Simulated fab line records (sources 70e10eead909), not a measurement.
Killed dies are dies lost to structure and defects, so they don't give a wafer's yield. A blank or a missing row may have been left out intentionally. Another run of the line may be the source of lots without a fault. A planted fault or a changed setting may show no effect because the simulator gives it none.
fab line records    flow nand_harc
record lots=12  wafers=36  last_day=33
route steps=1302 shown A_ZERO_WELL@403 A_ONON_D1@430 END@1302
lots that met no fault: from a run of the same line without faults
start_h: the number of hours between the record's first day and the start of the first shown wafer of the lot    wait_h: time in hours since the lot's previous step    " unchanged from the row above    L1.1+2: one row covering several wafers at once    - no value present, or no start provided    * or withheld: withheld    < > ~ a bound
route shown NAME@n: a module of which the file shows steps, and the number in the route of the first    usual: the fault-free wafers' mean and standard deviation    same: alike in all rows    chamber/n: place in a boat    sites: the reading at each site    _std_site: standard deviation across them    _edge_site: mean of outer sites minus mean of inner sites    radius_mm: how far each site lies from the wafer's centre    mask NAME#n: copy n    behind: the tool/chamber that last shaped the wafer    hold: reason for holding the lot/hours on hold/outcome of the hold    device: which transistor (n, p or np) failed to switch    end of line: the route-end tests of the same wafers    a step without rows: its recipe alone    killed: count of dies lost to structure and defects at first sort (not the wafer's yield)    map: the dies of a wafer, with x for killed, . for not killed, _ for no die there
set.NAME: the setting as run; set.NAME@STEP: as run at that earlier step    model.NAME: the simulator's own value behind a step, which no gauge read
a sample of lots followed through the steps of the route, with each step as a table and each wafer as a row
services: from which hour (start_h, from the record's first day; less than 0 if before it) a tool's chamber was out of use, for how many hours, and why
## steps
# step NHARC_A_ZERO_WELL_DESCUM_12
# recipe time_s=3  o2_flow_sccm=200  ar_flow_sccm=0  bias_power_w=0  chemistry=O2
# usual drypump_motor_current_A=5.7/0.41  mfc_ar_sccm=0.008/0.012  oes_product_au=1.000/0.0076  rf_vpp_V=57.8/0.93  showerhead_plenum_p_Torr=1.91/0.1  throttle_valve_pct=11.310/0.0098
# same time_s=3
lot.wafer  tool         chamber  start_h  wait_h  drypump_motor_current_A  mfc_ar_sccm  oes_product_au  rf_hours_counter_h  rf_vpp_V  showerhead_plenum_p_Torr  throttle_valve_pct
L186.3     rie_diel-04  3        136.37   -       6.3                      0            0.997           21                  58.6      1.79                      11.306
L186.2     "            2        "        "       5.6                      0.007        0.993           18                  58.3      1.88                      11.323
L186.6     "            0        "        "       4.9                      0            0.985           -                   57.3      2.04                      11.309
L190.3     rie_diel-03  1        182.80   -       6.1                      0.001        0.992           2                   57.1      1.84                      11.319
L190.1     "            2        "        "       6.0                      0.034        0.995           2                   58.0      2.01                      11.320
L190.6     "            1        "        "       6.1                      0.001        0.995           -                   57.5      1.84                      11.311
L192.1     rie_diel-08  0        202.61   -       4.9                      0            0.997           0                   59.2      2.08                      11.316
L192.2     "            1        "        "       5.7                      0            0.994           0                   57.3      1.80                      11.316
L192.4     "            2        "        "       6.3                      0.021        0.988           0                   57.3      1.94                      11.300
L194.1     rie_diel-03  3        228.34   -       5.5                      0            1.000           3                   56.1      1.97                      11.328
L194.3     "            0        "        "       5.7                      0.009        1.002           3                   58.2      1.80                      11.309
L194.5     "            3        "        "       5.5                      0            1.001           -                   58.0      1.97                      11.312
L201.1     rie_diel-04  0        288.95   -       4.9                      0            0.998           16                  58.7      2.03                      11.310
L201.5     "            0        "        "       4.9                      0            1.009           -                   58.8      2.03                      11.312
L201.6     "            2        "        "       5.6                      0.007        0.991           -                   57.2      1.87                      11.301
L202.2     rie_diel-04  0        292.60   -       4.9                      0            1.000           17                  58.6      2.03                      11.316
L202.1     "            3        "        "       6.3                      0            0.988           16                  58.1      1.78                      11.331
L202.5     "            0        "        "       4.9                      0            0.994           -                   57.4      2.03                      11.313
L203.4     rie_diel-03  1        304.83   -       6.2                      0.001        1.005           0                   57.4      1.84                      11.299
L203.2     "            2        "        "       6.0                      0.034        0.998           0                   59.1      2.01                      11.297
L203.5     "            0        "        "       5.7                      0.009        1.008           -                   58.8      1.80                      11.300
L204.3     rie_diel-03  3        317.88   -       5.5                      0            1.000           1                   58.8      1.97                      11.310
L204.1     "            1        "        "       6.1                      0.001        1.005           1                   58.2      1.84                      11.309
L204.5     "            3        "        "       5.5                      0            1.005           -                   57.3      1.97                      11.307
L205.2     rie_diel-03  0        335.58   -       5.7                      0.009        1.008           1                   59.1      1.80                      11.300
L205.1     "            1        "        "       6.2                      0.001        0.998           1                   57.6      1.84                      11.301
L205.4     "            2        "        "       6.0                      0.034        1.000           1                   58.5      2.01                      11.300
L206.1     rie_diel-03  1        336.83   -       6.1                      0.001        1.004           1                   57.0      1.84                      11.315
L206.2     "            3        "        "       5.5                      0            1.004           1                   59.4      1.97                      11.314
L206.3     "            0        "        "       5.7                      0.009        1.003           1                   57.1      1.80                      11.309
L209.1     rie_diel-03  0        367.39   -       5.7                      0.009        1.018           2                   57.3      1.80                      11.311
L209.3     "            1        "        "       6.1                      0.001        0.999           3                   58.0      1.84                      11.311
L209.4     "            2        "        "       6.1                      0.034        0.997           2                   57.6      2.01                      11.323
L208.4     rie_diel-03  0        368.15   -       5.7                      0.009        1.010           2                   58.2      1.80                      11.323
L208.2     "            1        "        "       6.2                      0.001        1.000           3                   58.9      1.84                      11.285
L208.6     "            3        "        "       5.5                      0            1.008           -                   58.0      1.97                      11.313
# step NHARC_A_ONON_D1_DEP_09
# recipe target_thk_a=10000  n2_flow_sccm=2750  n2o_flow_sccm=2000  nh3_flow_sccm=500  sih4_flow_sccm=210  temp_c=400
# usual n2_flow_sccm=2751/9
lot.wafer  tool           chamber  start_h  wait_h  n2_flow_sccm
L186.2     pecvd_onon-04  0        162.68   0.1     2761
L186.3     "              0        "        "       2770
L186.6     "              0        "        "       2763
L190.1     pecvd_onon-04  0        205.83   0.1     2753
L190.3     "              0        "        "       2746
L190.6     "              0        "        "       2745
L192.1     pecvd_onon-01  0        229.52   0.1     2757
L192.2     "              0        "        "       2753
L192.4     "              0        "        "       2750
L194.1     pecvd_onon-01  0        252.65   0.1     2759
L194.3     "              0        "        "       2763
L194.5     "              0        "        "       2767
L201.1     pecvd_onon-02  0        312.50   0.1     2724
L201.5     "              0        "        "       2733
L201.6     "              0        "        "       2735
L202.1     pecvd_onon-02  0        316.42   0.1     2755
L202.2     "              0        "        "       2760
L202.5     "              0        "        "       2754
L203.2     pecvd_onon-04  0        328.40   0.1     2759
L203.4     "              0        "        "       2756
L203.5     "              0        "        "       2771
L204.1     pecvd_onon-01  0        344.53   0.1     2754
L204.3     "              0        "        "       2746
L204.5     "              0        "        "       2758
L205.1     pecvd_onon-02  0        358.55   0.1     2748
L205.2     "              0        "        "       2754
L205.4     "              0        "        "       2767
L206.1     pecvd_onon-04  0        358.56   0.1     2752
L206.2     "              0        "        "       2754
L206.3     "              0        "        "       2759
L209.1     pecvd_onon-01  0        390.98   0.1     2741
L209.3     "              0        "        "       2744
L209.4     "              0        "        "       2748
L208.2     pecvd_onon-04  0        391.04   0.1     2746
L208.4     "              0        "        "       2739
L208.6     "              0        "        "       2751
# step NHARC_A_ONON_D1_THK_MEAS_11
# recipe thk_meas_gauge=ellipsometry
# usual thk_nm=1000/10
lot.wafer  tool           chamber  start_h  wait_h  thk_nm
L186.2     film_metro-02  -        163.12   -       1005
L186.3     "              -        "        "       1005
L186.6     "              -        "        "       1004
L190.1     film_metro-01  -        206.34   -       991
L190.3     "              -        "        "       992
L190.6     "              -        "        "       991
L192.1     film_metro-01  -        230.03   -       1044
L192.2     "              -        "        "       1010
L192.4     "              -        "        "       1009
L194.1     film_metro-02  -        253.16   -       1040
L194.3     "              -        "        "       1007
L194.5     "              -        "        "       1008
L201.1     film_metro-01  -        313.01   -       1002
L201.5     "              -        "        "       1001
L201.6     "              -        "        "       1004
L202.1     film_metro-01  -        316.93   -       1002
L202.2     "              -        "        "       1002
L202.5     "              -        "        "       1005
L203.2     film_metro-01  -        328.85   -       984
L203.4     "              -        "        "       984
L203.5     "              -        "        "       985
L204.1     film_metro-01  -        345.04   -       984
L204.3     "              -        "        "       984
L204.5     "              -        "        "       984
L205.1     film_metro-02  -        359.06   -       995
L205.2     "              -        "        "       997
L205.4     "              -        "        "       995
L206.1     film_metro-01  -        359.06   -       1002
L206.2     "              -        "        "       1001
L206.3     "              -        "        "       1000
L209.1     film_metro-02  -        391.48   -       982
L209.3     "              -        "        "       984
L209.4     "              -        "        "       983
L208.2     film_metro-01  -        391.50   -       1019
L208.4     "              -        "        "       1019
L208.6     "              -        "        "       1018
# step NHARC_A_ONON_D1_THK_MEAS_30
# recipe thk_meas_gauge=ellipsometry
# usual thk_nm=1000/9.7
lot.wafer  tool           chamber  start_h  wait_h  thk_nm
L186.2     film_metro-01  -        173.74   -       998
L186.3     "              -        "        "       999
L186.6     "              -        "        "       1000
L190.1     film_metro-01  -        216.96   -       1004
L190.3     "              -        "        "       1006
L190.6     "              -        "        "       1006
L192.1     film_metro-02  -        240.49   -       979
L192.2     "              -        "        "       978
L192.4     "              -        "        "       977
L194.1     film_metro-02  -        263.60   -       1006
L194.3     "              -        "        "       1006
L194.5     "              -        "        "       1003
L201.1     film_metro-02  -        326.15   -       1003
L201.5     "              -        "        "       1002
L201.6     "              -        "        "       1001
L202.1     film_metro-01  -        326.18   -       989
L202.2     "              -        "        "       991
L202.5     "              -        "        "       992
L203.2     film_metro-01  -        339.45   -       1001
L203.4     "              -        "        "       1000
L203.5     "              -        "        "       1003
L204.1     film_metro-01  -        355.65   -       992
L204.3     "              -        "        "       993
L204.5     "              -        "        "       992
L205.1     film_metro-01  -        371.53   -       994
L205.2     "              -        "        "       993
L205.4     "              -        "        "       994
L206.1     film_metro-02  -        371.55   -       1002
L206.2     "              -        "        "       1002
L206.3     "              -        "        "       1002
L208.2     film_metro-01  -        402.33   -       993
L208.4     "              -        "        "       992
L208.6     "              -        "        "       994
L209.1     film_metro-01  -        402.34   -       993
L209.3     "              -        "        "       993
L209.4     "              -        "        "       995
# step NHARC_A_ONON_D1_THK_MEAS_34
# recipe thk_meas_gauge=ellipsometry
# usual thk_nm=200.3/2.8
lot.wafer  tool           chamber  start_h  wait_h  thk_nm
L186.2     film_metro-01  -        174.36   -       202.5
L186.3     "              -        "        "       201.2
L186.6     "              -        "        "       201.8
L190.1     film_metro-01  -        217.43   -       194.9
L190.3     "              -        "        "       195.9
L190.6     "              -        "        "       199.3
L192.1     film_metro-02  -        240.96   -       195.2
L192.2     "              -        "        "       197.0
L192.4     "              -        "        "       198.0
L194.1     film_metro-02  -        264.08   -       201.7
L194.3     "              -        "        "       200.6
L194.5     "              -        "        "       204.2
L201.1     film_metro-02  -        326.64   -       199.1
L201.5     "              -        "        "       202.6
L201.6     "              -        "        "       204.7
L202.1     film_metro-01  -        326.67   -       197.0
L202.2     "              -        "        "       197.8
L202.5     "              -        "        "       202.9
L203.2     film_metro-01  -        339.99   -       201.1
L203.4     "              -        "        "       203.7
L203.5     "              -        "        "       201.2
L204.1     film_metro-01  -        356.12   -       201.4
L204.3     "              -        "        "       201.7
L204.5     "              -        "        "       207.6
L206.1     film_metro-02  -        372.20   -       198.7
L206.2     "              -        "        "       198.0
L206.3     "              -        "        "       198.4
L205.1     film_metro-01  -        372.20   -       198.4
L205.2     "              -        "        "       195.8
L205.4     "              -        "        "       202.2
L208.2     film_metro-01  -        402.81   -       199.1
L208.4     "              -        "        "       201.2
L208.6     "              -        "        "       202.8
L209.1     film_metro-02  -        402.81   -       195.8
L209.3     "              -        "        "       196.3
L209.4     "              -        "        "       203.4
# step NHARC_END_SORT_01
# recipe temp_c=25
# usual killed_at_array=55/17  killed_at_other=1.1/1.4  killed_at_periphery=3.9/3  killed_dies=59/17  killed_open=3.5/2  killed_short=2.6/1.6
# same gross_dies=677
lot.wafer  tool       chamber  start_h  wait_h  killed_at_array  killed_at_other  killed_at_periphery  killed_dies  killed_open  killed_short
L192.1     prober-02  0        635.13   2.5     82               1                2                    85           4            1
L192.2     prober-02  0        635.94   2.8     50               0                2                    52           6            2
L192.4     prober-02  0        637.56   3.4     40               3                1                    44           4            2
L194.1     prober-01  0        647.71   2.5     60               2                2                    64           5            3
L194.3     prober-01  0        649.32   3.1     40               3                3                    46           6            4
L194.5     prober-01  0        650.92   3.7     43               1                4                    48           2            3
# killed by level:class
L192.1 A_ONON_D1:area_dep=37 A_CHANNEL_HOLE_D2:chamber_film_flake=22 A_CHANNEL_HOLE_D1:chamber_film_flake=6 A_STAIRCASE:chamber_film_flake=6 A_ZERO_WELL:chamber_film_flake=3 P_GATE:chamber_film_flake=2 A_CHANNEL_FILL_D2:chamber_film_flake=2 A_ONON_D1:geometric_particle:open=1
L192.2 A_CHANNEL_HOLE_D2:chamber_film_flake=20 A_ZERO_WELL:chamber_film_flake=9 A_CHANNEL_HOLE_D1:chamber_film_flake=6 A_STAIRCASE:chamber_film_flake=5 A_SLIT:chamber_film_flake=2 P_CONTACT:geometric_particle:open=1 P_M1:geometric_particle:open=1 A_ONON_D1:geometric_particle:short=1
L192.4 A_CHANNEL_HOLE_D2:chamber_film_flake=21 A_STAIRCASE:chamber_film_flake=5 A_CHANNEL_FILL_D2:chamber_film_flake=3 THIN_TSV:chamber_film_flake=3 A_CHANNEL_HOLE_D1:chamber_film_flake=2 A_WL_FILL:chamber_film_flake=2 P_M1:geometric_particle:open=1 A_ONON_D1:geometric_particle:open=1
L194.1 A_ONON_D1:area_dep=34 A_CHANNEL_HOLE_D2:chamber_film_flake=8 A_STAIRCASE:chamber_film_flake=3 A_CHANNEL_FILL_D1:geometric_particle:open=2 A_CHANNEL_FILL_D2:geometric_particle:short=2 P_GATE:chamber_film_flake=2 A_ZERO_WELL:chamber_film_flake=2 A_CONTACT:chamber_film_flake=2
L194.3 A_CHANNEL_HOLE_D2:chamber_film_flake=14 A_CHANNEL_HOLE_D1:chamber_film_flake=6 A_STAIRCASE:chamber_film_flake=4 A_M1:chamber_film_flake=4 THIN_TSV:chamber_film_flake=3 A_DECK1_JOINT:geometric_particle:short=2 P_STI:geometric_particle:open=1 P_M2:geometric_particle:open=1
L194.5 A_CHANNEL_HOLE_D2:chamber_film_flake=18 A_M1:chamber_film_flake=8 A_CONTACT:chamber_film_flake=4 A_CHANNEL_HOLE_D1:chamber_film_flake=3 P_GATE:chamber_film_flake=2 A_ZERO_WELL:chamber_film_flake=2 A_STAIRCASE:chamber_film_flake=2 P_CONTACT:geometric_particle:open=1
## services
tool           chamber  start_h  hours  kind
rie_diel-08    0        126.90   15.9   repair
pecvd_onon-04  -        130.00   13.0   pm
rie_diel-08    0        171.81   4.1    repair
rie_diel-04    -        177.90   9.0    pm
pecvd_onon-02  -        185.14   13.0   pm
rie_diel-04    2        191.57   1.8    repair
rie_diel-08    -        193.42   9.0    pm
rie_diel-03    3        203.77   3.9    repair
rie_diel-08    -        203.79   0.5    repair
rie_diel-03    1        214.65   5.4    repair
rie_diel-08    3        222.92   3.5    repair
rie_diel-08    0        227.95   4.6    repair
rie_diel-04    1        232.68   6.2    repair
pecvd_onon-01  -        269.06   13.0   pm
rie_diel-03    -        281.30   9.0    pm
rie_diel-04    1        283.04   68.2   repair
pecvd_onon-04  -        311.00   13.0   pm
rie_diel-04    2        328.15   2.9    repair
rie_diel-08    0        329.57   12.2   repair
rie_diel-08    3        331.33   9.0    repair
rie_diel-08    1        334.13   9.5    repair
rie_diel-04    -        354.96   9.0    pm
pecvd_onon-02  -        366.14   13.0   pm
rie_diel-03    1        374.22   4.5    repair
## key
first_sign step=NHARC_A_ONON_D1_THK_MEAS_11  reading=thk_nm  direction=up  sigmas=4.1  usual=1000  struck=1042
more_kills_born_at NHARC_A_ONON_D1_DEP_09@pecvd_onon-01=71
met_at NHARC_A_ONON_D1_DEP_09
struck_lots L192,L194
struck_wafers L192.1,L194.1
tester_left_out L192,L194
not_acting_at NHARC_A_ZERO_WELL_DESCUM_12,NHARC_A_ONON_D1_THK_MEAS_30,NHARC_A_ONON_D1_THK_MEAS_34
fault kind=process_parameter_drift  tool=pecvd_onon-01  chamber=-  onset_h=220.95  steps=NHARC_A_ONON_D1_DEP_09  channel=target_thk_a  offset=*  shape=step  end_h=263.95  scope=struck_wafers_only  acts_in=*  stated=*
# tester_left_out: of these lots the tester's yield and bins aren't shown, on N5 and GAA mostly nor the transistor test; their killed dies are dies lost to structure and defects alone, not to doping, threshold or leakage, so they don't give the yield
